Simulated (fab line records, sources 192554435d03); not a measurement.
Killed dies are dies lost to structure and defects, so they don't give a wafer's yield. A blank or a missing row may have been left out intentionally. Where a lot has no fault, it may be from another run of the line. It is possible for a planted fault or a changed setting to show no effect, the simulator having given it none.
Split-lot experiment | flow n5 finfet | 21 wafers read from 7 lots, route of 1938 steps

## SPLIT DETAILS
At N5_BEOL_M7_DESCUM_33 (chemistry O2, time 7 s), the setting time s was moved away from the recipe's 7 s on 11 of the 21 wafers read, by -22.3% to +13.9%. For the rest of the wafers, this setting stayed at what the recipe calls for.

Between the split and the reading, the file records no step.

## THE READING
CAR-EUV_of_BEOL_M7_COAT_22.thk nm (the simulator's own value, which no gauge read), in nm, at N5_BEOL_M7_ETCH_72 (etches underlayer in N2/H2, target depth 6.5 nm, time 5.2 s). No usual value for it is given in the file. Average 20.4 nm, standard deviation 0.11 nm, over the 10 wafers here run with the recipe.

wafer  | tool, chamber at the split | time s as run, s | against the recipe | CAR-EUV_of_BEOL_M7_COAT_22.thk nm, nm | against lot-mates on the recipe
L075.2 | rie diel-06, 3             | 6.402            | -8.5%              | 20.6                                  | +0.4
L075.3 | rie diel-06, 2             | 6.402            | -8.5%              | 20.4                                  | +0.2
L075.4 | rie diel-06, 1             | 7                | recipe             | 20.2                                  | -
L077.3 | rie diel-02, 0,2,1         | 7.973            | +13.9%             | 19.8                                  | no lot-mate on the recipe
L077.6 | rie diel-02, 0,2,1         | 7.973            | +13.9%             | 19.8                                  | no lot-mate on the recipe
L077.4 | rie diel-02, 0,2,1         | 7.973            | +13.9%             | 20                                    | no lot-mate on the recipe
L080.3 | rie diel-05, 2             | 7.683            | +9.8%              | 20                                    | -0.4
L080.4 | rie diel-05, 0             | 7.683            | +9.8%              | 20                                    | -0.4
L080.6 | rie diel-05, 1             | 7                | recipe             | 20.4                                  | -
L084.1 | rie diel-02, 0,3           | 7.398            | +5.7%              | 20.2                                  | -0.2
L084.3 | rie diel-02, 0,3           | 7.398            | +5.7%              | 20.2                                  | -0.2
L084.5 | rie diel-02, 3             | 7                | recipe             | 20.4                                  | -
L092.1 | rie diel-06, 0             | 7                | recipe             | 20.4                                  | -
L092.3 | rie diel-06, 1,3           | 5.438            | -22.3%             | 21.2                                  | +0.8
L092.6 | rie diel-06, 1,3           | 5.438            | -22.3%             | 21.2                                  | +0.8
L096.2 | rie diel-06, 1,3           | 7                | recipe             | 20.6                                  | -
L096.3 | rie diel-06, 1,3           | 7                | recipe             | 20.6                                  | -
L096.4 | rie diel-06, 2             | 7                | recipe             | 20.4                                  | -
L095.1 | rie diel-06, 1             | 7                | recipe             | 20.4                                  | -
L095.3 | rie diel-06, 0             | 7                | recipe             | 20.4                                  | -
L095.6 | rie diel-06, 1             | 7                | recipe             | 20.4                                  | -
Where a row lists several chambers, the file gives one row for several wafers and doesn't say which wafer went through which chamber.

THE FIT
A straight line over all 21 wafers: CAR-EUV_of_BEOL_M7_COAT_22.thk nm changes by -0.0352 nm for each +1% of time s; r = -0.95; the points scatter about the line by 0.12 nm.
The same after taking each lot's own level away (the mean of its wafers on the recipe; 18 wafers): -0.0366 nm for each +1%; r = -0.99; scatter 0.056 nm.
That fit puts the effect of the largest move of time s on the reading at 0.82 nm.
Across the lots, their own levels run from 20.20 to 20.53 nm, a range of 3.1 times the standard deviation given above.
The two slopes agree, so the slope changes little with the lot-to-lot level.
Check: with one of the wafers moved furthest among these (-22.3%) left out of the fit, the line predicts +0.815 nm for it against its lot-mates. Against them it came out at +0.8 nm.

## OTHER SPLITS ON THESE WAFERS
Note: prior to the reading, these wafers also went through further splits. Each is held against what the fit with the lots' levels taken away leaves over:
other split on the same wafers     | wafers away from the commonest value | r with CAR-EUV_of_BEOL_M7_COAT_22.thk nm (lot level and that fit taken away)
N5_BEOL_M4_VIA_ETCH_34 source w    | 10                                   | -0.15
N5_BEOL_M5_COAT_74 spin rpm        | 6                                    | +0.14
N5_BEOL_M5_EXPOSE_25 dose mj       | 6                                    | +0.47
N5_BEOL_M6_VIA_ETCH_34 time s      | 7                                    | -0.40
N5_BEOL_M6_TRENCH_ETCH_37 source w | 7                                    | +0.38

## THE WHOLE CHAIN: every reading that the file lists as answering this split, in the file's order
step                 | what it does                                                | reading                                                                            | change (the file's fit)                | r (the file's)
N5_BEOL_M7_DESCUM_33 | chemistry O2, time 7 s                                      | CAR-EUV_of_BEOL_M7_COAT_22.thk nm (the simulator's own value, which no gauge read) | -0.0378 nm for each +1% of the setting | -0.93
N5_BEOL_M7_ETCH_72   | etches underlayer in N2/H2, target depth 6.5 nm, time 5.2 s | CAR-EUV_of_BEOL_M7_COAT_22.thk nm (the simulator's own value, which no gauge read) | -0.0364 nm for each +1% of the setting | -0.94

## THE FILE'S OWN FIT
CAR-EUV_of_BEOL_M7_COAT_22.thk nm changes by -0.0364 nm for each +1% of time s, r = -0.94.
